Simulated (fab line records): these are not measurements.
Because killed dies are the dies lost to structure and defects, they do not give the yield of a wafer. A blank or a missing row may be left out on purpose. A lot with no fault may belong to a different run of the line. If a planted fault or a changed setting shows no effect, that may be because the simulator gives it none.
fab line records	flow nand-harc
record lots=6	wafers=18	last-day=33
route steps=1302 shown A_STAIRCASE@724 END@1302
lots with no fault: from the same line, run without faults
start-h: the number of hours between the record's first day and the start of the first shown wafer of the lot	wait-h: hours elapsed since this lot's preceding step	" as in the row above	L1.1+2: a row that stands for several wafers	- no value present, or no start provided	* or withheld: withheld	< > ~ a bound
route shown NAME@n: NAME is a module with steps in the file, n the number in the route of the first one	usual: the fault-free wafers' mean and standard deviation	same: alike in all rows	chamber/n: place in a boat	sites: per-site readings	_std_site: the standard deviation of these	_edge_site: mean of outer sites minus mean of inner sites	radius-mm: how far each site lies from the wafer's centre	mask NAME#n: copy n	behind: the most recent tool/chamber to have shaped the wafer	hold: what put the lot on hold/how long, in hours/how the hold closed	device: the n, p or np transistor that did not switch	end of line: tests run on the same wafers once the route is complete	where a step has no rows: the recipe by itself	killed: count of dies lost to structure and defects at first sort (not the wafer's yield)	map: per-die view of a wafer (x killed, . not killed, _ where there is no die)
set.NAME: the setting as run; set.NAME@STEP: as run at that earlier step	model.NAME: the simulator's own value behind a step, which no gauge read
a table for each step, a row for each wafer; lots at some steps of the route
services: when a tool's chamber went out of use (start-h, in hours from the record's first day, below 0 if earlier), for how many hours, and the reason
## steps
# step NHARC_A_STAIRCASE_HMDS_210
# recipe time-s=30
# step NHARC_A_STAIRCASE_COAT_211
# recipe spin-rpm=1200
# step NHARC_A_STAIRCASE_SOFTBAKE_212
# recipe temp-c=135	time-s=170
# step NHARC_A_STAIRCASE_EBR_213
# step NHARC_A_STAIRCASE_EXPOSE_214
# recipe na=0.5	dose-mj=31.26	mask-id=STAIR_3
# step NHARC_A_STAIRCASE_PEB_215
# recipe peb-temp-c=115	peb-time-s=130
# step NHARC_A_STAIRCASE_DEVELOP_216
# recipe time-s=140
# step NHARC_A_STAIRCASE_HARDBAKE_218
# recipe temp-c=120	time-s=140
# step NHARC_A_STAIRCASE_DESCUM_219
# recipe time-s=3	o2-flow-sccm=200	ar-flow-sccm=0	bias-power-w=0	chemistry=O2
# usual chamber-pressure-mTorr=60.00/0.052	drypump-motor-current-A=6.15/0.22	oes-product-au=1.000/0.009	rf-vpp-V=57.8/0.93	showerhead-plenum-p-Torr=1.92/0.1	throttle-valve-pct=11.310/0.0089
lot.wafer	tool	chamber	start-h	wait-h	chamber-pressure-mTorr	drypump-motor-current-A	oes-product-au	rf-hours-counter-h	rf-vpp-V	showerhead-plenum-p-Torr	throttle-valve-pct
L442.3	rie-diel-05	0	447.39	-	60.05	5.84	0.999	12	56.7	1.87	11.312
L442.6	"	3	"	"	60.03	6.40	0.981	-	57.3	2.07	11.317
L442.5	"	0	"	"	60.04	5.83	1.007	-	55.5	1.87	11.329
L445.2	rie-diel-08	0	470.09	-	60.08	6.43	1.012	33	58.0	1.92	11.295
L445.5	"	0	"	"	60.11	6.42	0.995	-	57.7	1.92	11.303
L445.4	"	1	"	"	59.93	5.94	1.001	-	57.3	2.04	11.301
L446.1	rie-diel-05	3	475.25	-	59.97	6.38	1.002	23	59.3	2.07	11.307
L446.3	"	1	"	"	59.94	6.04	0.985	22	58.0	1.85	11.309
L446.6	"	2	"	"	60.02	6.13	0.990	-	57.9	1.82	11.307
L454.2	rie-diel-05	3	567.23	-	59.98	6.40	0.998	55	58.8	2.06	11.334
L454.3	"	1	"	"	60.01	6.06	0.992	52	57.4	1.84	11.313
L454.5	"	3	"	"	59.92	6.39	1.009	-	58.7	2.06	11.301
L455.4	rie-diel-05	3	576.28	-	60.01	6.38	1.015	57	59.1	2.06	11.323
L455.2	"	0	"	"	60.03	5.77	1.009	47	58.6	1.86	11.311
L455.5	"	3	"	"	59.98	6.39	1.000	-	58.9	2.06	11.316
L456.2	rie-diel-08	2	584.19	-	60.00	6.29	1.002	9	59.1	2.06	11.292
L456.3	"	3	"	"	59.99	6.29	1.002	10	56.1	1.82	11.305
L456.5	"	2	"	"	59.99	6.31	0.992	-	59.0	2.06	11.318
# step NHARC_A_STAIRCASE_TRIM_220
# recipe time-s=211.2	o2-flow-sccm=500	ar-flow-sccm=0	bias-w=0	chemistry=O2
# usual chamber-pressure-mTorr=59.99/0.056	drypump-motor-current-A=6.16/0.24	oes-product-au=0.999/0.01	rf-vpp-V=57.9/0.87	run-length-s=232.5/0.52	showerhead-plenum-p-Torr=3.54/0.17	throttle-valve-pct=17.038/0.009
lot.wafer	tool	chamber	start-h	wait-h	chamber-pressure-mTorr	drypump-motor-current-A	oes-product-au	rf-hours-counter-h	rf-vpp-V	run-length-s	showerhead-plenum-p-Torr	throttle-valve-pct
L442.3	rie-diel-05	1	447.55	0.1	59.95	6.08	1.002	11	56.9	231.6	3.43	17.029
L442.5	"	3	"	"	59.93	6.41	0.988	-	58.3	233.1	3.80	17.021
L442.6	"	0	"	"	60.03	5.84	1.010	-	57.6	232.7	3.46	17.022
L445.2	rie-diel-08	2	470.22	0.1	59.91	6.32	1.001	29	58.1	232.3	3.79	17.024
L445.5	"	0	"	"	59.94	6.43	1.005	-	57.4	232.6	3.54	17.026
L445.4	"	2	"	"	59.92	6.34	0.999	-	59.0	232.4	3.79	17.028
L446.1	rie-diel-05	1	475.34	0.1	60.09	6.13	0.977	22	57.6	232.4	3.43	17.036
L446.3	"	2	"	"	59.92	6.17	0.995	23	58.3	233.2	3.37	17.041
L446.6	"	2	"	"	60.02	6.16	0.994	-	56.7	233.4	3.37	17.038
L454.2	rie-diel-05	0	567.33	0.1	60.11	5.86	1.007	45	58.9	232.3	3.44	17.052
L454.3	"	1	"	"	59.90	6.08	0.988	52	56.6	231.6	3.41	17.054
L454.5	"	0	"	"	60.03	5.85	0.993	-	57.6	232.0	3.44	17.039
L455.2	rie-diel-05	3	576.36	0.1	60.03	6.41	1.003	57	59.4	233.1	3.77	17.037
L455.4	"	2	"	"	59.89	6.13	1.001	55	58.1	233.0	3.35	17.021
L455.5	"	0	"	"	60.00	5.87	1.016	-	57.7	232.6	3.44	17.046
L456.3	rie-diel-08	0	584.27	0.1	59.97	6.41	1.000	8	58.4	232.6	3.52	17.031
L456.2	"	2	"	"	60.01	6.35	1.010	9	58.1	232.0	3.77	17.040
L456.5	"	1	"	"	59.99	5.93	1.018	-	57.7	232.9	3.74	17.045
# step NHARC_A_STAIRCASE_ETCH_221
# recipe target-depth-a=1000	time-s=40.5	ion-energy-ev=400	c4f8-flow-sccm=20	o2-flow-sccm=10	ar-flow-sccm=withheld	rf-w=600	bias-w=1000	chemistry=C4F8/O2
# usual chamber-pressure-mTorr=25.001/0.023	oes-product-au=0.943/0.012	rf-vpp-V=896/6.4
lot.wafer	tool	chamber	start-h	wait-h	chamber-pressure-mTorr	oes-product-au	rf-hours-counter-h	rf-vpp-V
L442.3	rie-diel-05	1	-	-	24.971	0.924	11	892
L442.6	"	2	"	"	25.044	0.932	-	891
L442.5	"	3	"	"	24.973	0.926	-	904
L445.2	rie-diel-08	2	-	-	24.987	0.941	29	904
L445.4	"	0	"	"	25.002	0.945	-	896
L445.5	"	1	"	"	25.020	0.946	-	905
L446.1	rie-diel-05	3	-	-	25.005	0.933	23	905
L446.3	"	1	"	"	24.986	0.932	23	893
L446.6	"	2	"	"	25.015	0.948	-	890
L454.3	rie-diel-05	0	-	-	24.998	0.948	45	893
L454.2	"	1	"	"	25.004	0.954	52	894
L454.5	"	2	"	"	24.990	0.944	-	890
L455.4	rie-diel-05	2	-	-	24.989	0.945	55	890
L455.2	"	1	"	"	25.016	0.959	53	890
L455.5	"	2	"	"	25.011	0.948	-	890
L456.3	rie-diel-08	0	-	-	25.004	0.928	8	897
L456.2	"	1	"	"	24.983	0.942	7	905
L456.5	"	0	"	"	24.995	0.938	-	896
# step NHARC_A_STAIRCASE_TRIM_222
# recipe time-s=211.2	o2-flow-sccm=500	ar-flow-sccm=0	bias-w=0	chemistry=O2
# usual chamber-pressure-mTorr=60.01/0.05	drypump-motor-current-A=6.16/0.21	oes-product-au=1.000/0.0092	rf-vpp-V=57.7/0.96	run-length-s=232.5/0.5	showerhead-plenum-p-Torr=3.54/0.17	throttle-valve-pct=17.037/0.0079
lot.wafer	tool	chamber	start-h	wait-h	chamber-pressure-mTorr	drypump-motor-current-A	oes-product-au	rf-hours-counter-h	rf-vpp-V	run-length-s	showerhead-plenum-p-Torr	throttle-valve-pct
L442.3	rie-diel-05	1	447.79	-	59.90	6.08	1.000	11	58.7	232.0	3.43	17.031
L442.6	"	1	"	"	60.02	6.07	0.989	-	57.5	232.1	3.43	17.032
L442.5	"	2	"	"	59.95	6.13	0.996	-	57.8	232.8	3.38	17.039
L445.2	rie-diel-08	1	470.49	-	60.05	5.94	1.006	33	60.1	232.3	3.75	17.038
L445.5	"	2	"	"	60.04	6.35	0.985	-	59.0	232.3	3.79	17.017
L445.4	"	0	"	"	59.96	6.44	1.009	-	58.9	232.4	3.54	17.031
L446.3	rie-diel-05	2	475.61	-	59.98	6.11	0.995	23	57.8	233.4	3.37	17.052
L446.1	"	1	"	"	60.04	6.08	0.981	23	55.5	231.6	3.43	17.035
L446.6	"	3	"	"	59.99	6.41	0.998	-	58.8	233.0	3.80	17.050
L454.3	rie-diel-05	2	567.54	-	59.99	6.14	0.990	52	57.4	233.1	3.35	17.047
L454.2	"	0	"	"	59.97	5.85	1.012	45	57.1	137.2	3.44	17.046
L454.5	"	2	"	"	59.95	6.11	0.993	-	58.0	233.2	3.35	17.031
L455.2	rie-diel-05	1	576.60	-	60.07	6.09	0.998	53	56.7	231.9	3.41	17.034
L455.4	"	3	"	"	60.04	6.42	0.999	58	57.8	233.0	3.77	17.029
L455.5	"	0	"	"	60.10	5.83	0.997	-	57.4	136.8	3.44	17.056
L456.3	rie-diel-08	3	584.63	-	59.96	6.32	1.008	10	56.4	232.5	3.37	17.030
L456.2	"	0	"	"	59.91	6.41	0.991	9	58.4	232.6	3.52	17.047
L456.5	"	2	"	"	60.04	6.32	1.003	-	58.0	232.5	3.77	17.038
# step NHARC_A_STAIRCASE_ETCH_223
# recipe target-depth-a=1000	time-s=40.5	ion-energy-ev=400	c4f8-flow-sccm=20	o2-flow-sccm=10	ar-flow-sccm=withheld	rf-w=600	bias-w=1000	chemistry=C4F8/O2
# usual chamber-pressure-mTorr=24.999/0.024	oes-product-au=0.944/0.012	rf-vpp-V=896/6.2
lot.wafer	tool	chamber	start-h	wait-h	chamber-pressure-mTorr	oes-product-au	rf-hours-counter-h	rf-vpp-V
L442.3	rie-diel-05	0	-	-	24.997	0.951	13	896
L442.5	"	1	"	"	25.039	0.934	-	892
L442.6	"	2	"	"	25.032	0.938	-	892
L445.4	rie-diel-08	2	-	-	24.981	0.955	29	905
L445.2	"	0	"	"	25.015	0.950	34	896
L445.5	"	1	"	"	24.968	0.947	-	904
L446.3	rie-diel-05	1	-	-	24.999	0.929	23	894
L446.1	"	2	"	"	24.977	0.940	23	890
L446.6	"	3	"	"	24.949	0.940	-	906
L454.2	rie-diel-05	2	-	-	24.980	0.947	53	889
L454.3	"	3	"	"	24.977	0.928	55	905
L454.5	"	0	"	"	24.963	0.953	-	893
L455.4	rie-diel-05	0	-	-	25.027	0.941	47	891
L455.2	"	1	"	"	25.028	0.937	53	892
L455.5	"	2	"	"	24.985	0.947	-	889
L456.3	rie-diel-08	3	-	-	24.992	0.951	10	891
L456.2	"	0	"	"	24.972	0.937	9	895
L456.5	"	2	"	"	25.019	0.948	-	904
# step NHARC_END_SORT_01
# recipe temp-c=25
# usual killed-at-array=59/20	killed-at-other=0.8/1.2	killed-at-periphery=3.5/2.2	killed-dies=63/20	killed-open=3.3/1.8	killed-short=2.6/1.7
# same gross-dies=677
lot.wafer	tool	chamber	start-h	wait-h	hold	killed-at-array	killed-at-other	killed-at-periphery	killed-dies	killed-open	killed-short
L442.3	prober-01	0	644.26	3.1	-	37	1	2	40	4	5
L442.5	prober-01	0	645.87	3.7	-	34	1	1	36	4	2
L442.6	prober-01	0	646.68	4.0	-	33	1	3	37	2	4
L445.2	prober-01	0	665.63	2.8	-	44	0	2	46	1	2
L445.4	prober-01	0	667.21	3.4	-	57	0	10	67	5	7
L445.5	prober-01	0	668.00	3.7	-	32	0	4	36	4	2
L446.1	prober-01	0	678.59	2.5	-	86	2	1	89	2	5
L446.3	prober-01	0	680.19	3.1	-	80	0	4	84	4	1
L446.6	prober-01	0	682.58	4.0	-	95	1	4	100	7	1
L454.2	prober-02	0	769.77	2.8	await-dispo/2.1h/release	667	2	8	677	4	2
L454.3	prober-02	0	770.59	3.1	await-dispo/2.1h/release	38	2	2	42	1	2
L454.5	prober-02	0	772.22	3.8	await-dispo/2.1h/release	42	1	5	48	2	4
L455.2	prober-01	0	778.61	2.8	await-dispo/3.5h/release	50	0	5	55	2	2
L455.4	prober-01	0	780.22	3.4	await-dispo/3.5h/release	50	0	1	51	1	2
L455.5	prober-01	0	781.02	3.7	await-dispo/3.5h/release	672	0	5	677	2	5
L456.2	prober-02	0	797.29	2.8	-	74	1	6	81	5	3
L456.3	prober-02	0	798.09	3.1	-	79	1	2	82	5	4
L456.5	prober-02	0	799.69	3.7	-	61	0	5	66	0	2
# killed by level:class
L442.3 A_CHANNEL_HOLE_D2:chamber-film-flake=11 A_CONTACT:chamber-film-flake=5 A_CHANNEL_HOLE_D1:chamber-film-flake=4 A_CHANNEL_FILL_D2:chamber-film-flake=4 A_STAIRCASE:chamber-film-flake=2 A_SLIT:chamber-film-flake=2 A_BONDPAD:chamber-film-flake=2 P_M1:geometric-particle:short=1
L442.5 A_CHANNEL_HOLE_D2:chamber-film-flake=11 A_CONTACT:chamber-film-flake=6 A_CHANNEL_HOLE_D1:chamber-film-flake=3 A_CHANNEL_FILL_D2:chamber-film-flake=3 A_BONDPAD:chamber-film-flake=3 A_CHANNEL_FILL_D1:chamber-film-flake=2 P_M0:geometric-particle:open=1 A_CHANNEL_HOLE_D2:geometric-particle:open=1
L442.6 A_CHANNEL_HOLE_D2:chamber-film-flake=19 A_CHANNEL_FILL_D2:chamber-film-flake=4 A_CHANNEL_HOLE_D1:chamber-film-flake=3 A_CHANNEL_FILL_D2:geometric-particle:short=2 P_M0:geometric-particle:short=1 P_M0:geometric-particle:open=1 A_CHANNEL_FILL_D2:geometric-particle:open=1 P_ZERO_WELL:chamber-film-flake=1
L445.2 A_CHANNEL_HOLE_D1:chamber-film-flake=24 A_ZERO_WELL:chamber-film-flake=4 A_STAIRCASE:chamber-film-flake=4 A_BLC:chamber-film-flake=3 P_M1:chamber-film-flake=2 A_CONTACT:chamber-film-flake=2 A_ONON_D2:geometric-particle:short=1 A_CHANNEL_FILL_D2:geometric-particle:short=1
L445.4 A_CHANNEL_HOLE_D1:chamber-film-flake=31 P_GATE:chamber-film-flake=5 A_BLC:chamber-film-flake=4 A_WL_FILL:geometric-particle:short=3 A_SLIT:chamber-film-flake=3 A_CONTACT:chamber-film-flake=3 A_BONDPAD:chamber-film-flake=3 P_CONTACT:geometric-particle:open=2
L445.5 A_CHANNEL_HOLE_D1:chamber-film-flake=20 A_STAIRCASE:chamber-film-flake=3 A_BLC:chamber-film-flake=2 P_CONTACT:geometric-particle:short=1 P_CONTACT:geometric-particle:open=1 A_ONON_D1:geometric-particle:short=1 A_CHANNEL_HOLE_D1:geometric-particle:open=1 A_DECK1_JOINT:geometric-particle:open=1
L446.1 A_CHANNEL_HOLE_D1:chamber-film-flake=31 A_SLIT:chamber-film-flake=28 A_CHANNEL_HOLE_D2:chamber-film-flake=15 A_CONTACT:chamber-film-flake=4 A_STAIRCASE:chamber-film-flake=2 THIN_TSV:chamber-film-flake=2 P_GATE:geometric-particle:open=1 A_CHANNEL_FILL_D1:geometric-particle:short=1
L446.3 A_SLIT:chamber-film-flake=26 A_CHANNEL_HOLE_D1:chamber-film-flake=24 A_CHANNEL_HOLE_D2:chamber-film-flake=17 A_CONTACT:chamber-film-flake=7 A_STAIRCASE:chamber-film-flake=3 P_M0:geometric-particle:open=2 P_M1:geometric-particle:open=1 A_CHANNEL_FILL_D1:geometric-particle:short=1
L446.6 A_SLIT:chamber-film-flake=30 A_CHANNEL_HOLE_D1:chamber-film-flake=26 A_CHANNEL_HOLE_D2:chamber-film-flake=22 A_CONTACT:chamber-film-flake=7 A_STAIRCASE:chamber-film-flake=3 A_WL_FILL:chamber-film-flake=2 P_GATE:geometric-particle:open=1 P_CONTACT:geometric-particle:open=1
L454.2 A_STAIRCASE:area-trim=617 A_CHANNEL_HOLE_D1:chamber-film-flake=25 A_SLIT:chamber-film-flake=10 A_STAIRCASE:chamber-film-flake=9 P_GATE:chamber-film-flake=4 P_ZERO_WELL:chamber-film-flake=2 P_CONTACT:geometric-particle:open=1 A_CHANNEL_FILL_D2:geometric-particle:open=1
L454.3 A_CHANNEL_HOLE_D1:chamber-film-flake=19 A_STAIRCASE:chamber-film-flake=6 A_SLIT:chamber-film-flake=4 A_CONTACT:chamber-film-flake=3 A_M1:chamber-film-flake=3 A_WL_FILL:geometric-particle:short=2 THIN_TSV:chamber-film-flake=2 P_CONTACT:geometric-particle:open=1
L454.5 A_CHANNEL_HOLE_D1:chamber-film-flake=18 A_SLIT:chamber-film-flake=8 A_STAIRCASE:chamber-film-flake=5 P_GATE:chamber-film-flake=3 A_WL_FILL:chamber-film-flake=2 A_CONTACT:chamber-film-flake=2 P_CONTACT:geometric-particle:open=1 P_M0:geometric-particle:short=1
L455.2 A_SLIT:chamber-film-flake=34 P_BONDPAD:chamber-film-flake=4 A_CHANNEL_HOLE_D1:unspecified=3 A_CONTACT:chamber-film-flake=3 A_CHANNEL_FILL_D2:chamber-film-flake=2 P_M2:geometric-particle:open=1 A_ONON_D1:geometric-particle:short=1 A_CHANNEL_FILL_D1:geometric-particle:short=1
L455.4 A_SLIT:chamber-film-flake=34 A_CONTACT:chamber-film-flake=5 A_STAIRCASE:chamber-film-flake=3 A_CHANNEL_HOLE_D1:unspecified=2 A_CHANNEL_FILL_D2:chamber-film-flake=2 A_SOURCE_PLATE:geometric-particle:open=1 A_ONON_D1:geometric-particle:short=1 A_CHANNEL_FILL_D2:geometric-particle:short=1
L455.5 A_STAIRCASE:area-trim=623 A_SLIT:chamber-film-flake=32 A_STAIRCASE:chamber-film-flake=4 A_CONTACT:chamber-film-flake=4 P_BONDPAD:chamber-film-flake=2 A_CHANNEL_HOLE_D1:unspecified=2 P_GATE:geometric-particle:short=1 P_CONTACT:geometric-particle:open=1
L456.2 A_SLIT:chamber-film-flake=39 A_CHANNEL_HOLE_D1:chamber-film-flake=14 A_CONTACT:chamber-film-flake=11 P_STI:chamber-film-flake=2 P_BONDPAD:chamber-film-flake=2 A_ZERO_WELL:chamber-film-flake=2 P_CONTACT:geometric-particle:open=1 P_M0:geometric-particle:open=1
L456.3 A_SLIT:chamber-film-flake=33 A_CHANNEL_HOLE_D1:chamber-film-flake=16 A_CONTACT:chamber-film-flake=16 A_ONON_D1:geometric-particle:short=2 A_ONON_D1:geometric-particle:open=2 P_BONDPAD:chamber-film-flake=2 A_CHANNEL_FILL_D1:geometric-particle:open=1 A_DECK1_JOINT:geometric-particle:short=1
L456.5 A_SLIT:chamber-film-flake=33 A_CHANNEL_HOLE_D1:chamber-film-flake=12 A_CONTACT:chamber-film-flake=7 P_BONDPAD:chamber-film-flake=3 A_ZERO_WELL:chamber-film-flake=2 A_CHANNEL_HOLE_D2:chamber-film-flake=2 A_WL_FILL:chamber-film-flake=2 A_DECK1_JOINT:geometric-particle:short=1
# map L454.2 (x killed, . not)
____________x____________
_________xxxxxxx_________
_______xxxxxxxxxxx_______
______xxxxxxxxxxxxx______
_____xxxxxxxxxxxxxxx_____
____xxxxxxxxxxxxxxxxx____
____xxxxxxxxxxxxxxxxx____
___xxxxxxxxxxxxxxxxxxx___
___xxxxxxxxxxxxxxxxxxx___
__xxxxxxxxxxxxxxxxxxxxx__
__xxxxxxxxxxxxxxxxxxxxx__
_xxxxxxxxxxxxxxxxxxxxxxx_
_xxxxxxxxxxxxxxxxxxxxxxx_
_xxxxxxxxxxxxxxxxxxxxxxx_
_xxxxxxxxxxxxxxxxxxxxxxx_
_xxxxxxxxxxxxxxxxxxxxxxx_
xxxxxxxxxxxxxxxxxxxxxxxxx
xxxxxxxxxxxxxxxxxxxxxxxxx
xxxxxxxxxxxxxxxxxxxxxxxxx
xxxxxxxxxxxxxxxxxxxxxxxxx
xxxxxxxxxxxxxxxxxxxxxxxxx
_xxxxxxxxxxxxxxxxxxxxxxx_
_xxxxxxxxxxxxxxxxxxxxxxx_
_xxxxxxxxxxxxxxxxxxxxxxx_
_xxxxxxxxxxxxxxxxxxxxxxx_
_xxxxxxxxxxxxxxxxxxxxxxx_
__xxxxxxxxxxxxxxxxxxxxx__
__xxxxxxxxxxxxxxxxxxxxx__
___xxxxxxxxxxxxxxxxxxx___
___xxxxxxxxxxxxxxxxxxx___
____xxxxxxxxxxxxxxxxx____
____xxxxxxxxxxxxxxxxx____
_____xxxxxxxxxxxxxxx_____
______xxxxxxxxxxxxx______
_______xxxxxxxxxxx_______
_________xxxxxxx_________
____________x____________
# map L455.5 (x killed, . not)
____________x____________
_________xxxxxxx_________
_______xxxxxxxxxxx_______
______xxxxxxxxxxxxx______
_____xxxxxxxxxxxxxxx_____
____xxxxxxxxxxxxxxxxx____
____xxxxxxxxxxxxxxxxx____
___xxxxxxxxxxxxxxxxxxx___
___xxxxxxxxxxxxxxxxxxx___
__xxxxxxxxxxxxxxxxxxxxx__
__xxxxxxxxxxxxxxxxxxxxx__
_xxxxxxxxxxxxxxxxxxxxxxx_
_xxxxxxxxxxxxxxxxxxxxxxx_
_xxxxxxxxxxxxxxxxxxxxxxx_
_xxxxxxxxxxxxxxxxxxxxxxx_
_xxxxxxxxxxxxxxxxxxxxxxx_
xxxxxxxxxxxxxxxxxxxxxxxxx
xxxxxxxxxxxxxxxxxxxxxxxxx
xxxxxxxxxxxxxxxxxxxxxxxxx
xxxxxxxxxxxxxxxxxxxxxxxxx
xxxxxxxxxxxxxxxxxxxxxxxxx
_xxxxxxxxxxxxxxxxxxxxxxx_
_xxxxxxxxxxxxxxxxxxxxxxx_
_xxxxxxxxxxxxxxxxxxxxxxx_
_xxxxxxxxxxxxxxxxxxxxxxx_
_xxxxxxxxxxxxxxxxxxxxxxx_
__xxxxxxxxxxxxxxxxxxxxx__
__xxxxxxxxxxxxxxxxxxxxx__
___xxxxxxxxxxxxxxxxxxx___
___xxxxxxxxxxxxxxxxxxx___
____xxxxxxxxxxxxxxxxx____
____xxxxxxxxxxxxxxxxx____
_____xxxxxxxxxxxxxxx_____
______xxxxxxxxxxxxx______
_______xxxxxxxxxxx_______
_________xxxxxxx_________
____________x____________
## services
tool	chamber	start-h	hours	kind
rie-diel-05	1	427.45	4.4	repair
rie-diel-05	0	442.46	-	clean
rie-diel-05	1	442.46	-	clean
rie-diel-05	2	442.46	-	clean
rie-diel-05	3	442.46	-	clean
rie-diel-05	0	450.35	27.5	repair
rie-diel-05	1	469.76	-	clean
rie-diel-05	2	469.76	-	clean
rie-diel-05	3	469.76	-	clean
rie-diel-08	1	488.52	14.4	repair
rie-diel-05	0	494.66	-	clean
rie-diel-05	1	494.66	-	clean
rie-diel-05	2	494.66	-	clean
rie-diel-05	3	494.66	-	clean
rie-diel-05	0	519.16	-	clean
rie-diel-05	1	519.16	-	clean
rie-diel-05	2	519.16	-	clean
rie-diel-05	3	519.16	-	clean
rie-diel-05	0	543.71	-	clean
rie-diel-05	1	543.71	-	clean
rie-diel-05	2	543.71	-	clean
rie-diel-05	3	543.71	-	clean
rie-diel-08	-	547.21	9.0	pm
rie-diel-05	-	583.94	9.0	pm
## key
first-sign step=NHARC_A_STAIRCASE_TRIM_222	reading=run-length-s	direction=down	sigmas=99+	usual=*	struck=*
effect step=NHARC_END_SORT_01	reading=killed-at-array	direction=up	sigmas=31	usual=59	struck=670
more-kills-born-at NHARC_A_STAIRCASE_TRIM_222@rie-diel-05=1240
met-at NHARC_A_STAIRCASE_TRIM_222
struck-wafers L454.2,L455.5
later-rows-left-out L454.2,L455.5
tester-left-out L454,L455
fault kind=process-parameter-drift	tool=rie-diel-05	chamber=0	onset-h=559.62	steps=NHARC_A_STAIRCASE_TRIM_222	channel=time-s	offset=*	shape=step	end-h=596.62	acts-in=*	stated=*
# tester-left-out: of these lots the tester's yield and bins aren't shown, on N5 and GAA mostly nor the transistor test; their killed dies are dies lost to structure and defects alone, not to doping, threshold or leakage, so they don't give the yield
# later-rows-left-out: the simulator's readings of these wafers behind a module that went badly wrong aren't trusted and aren't shown, but for the sort
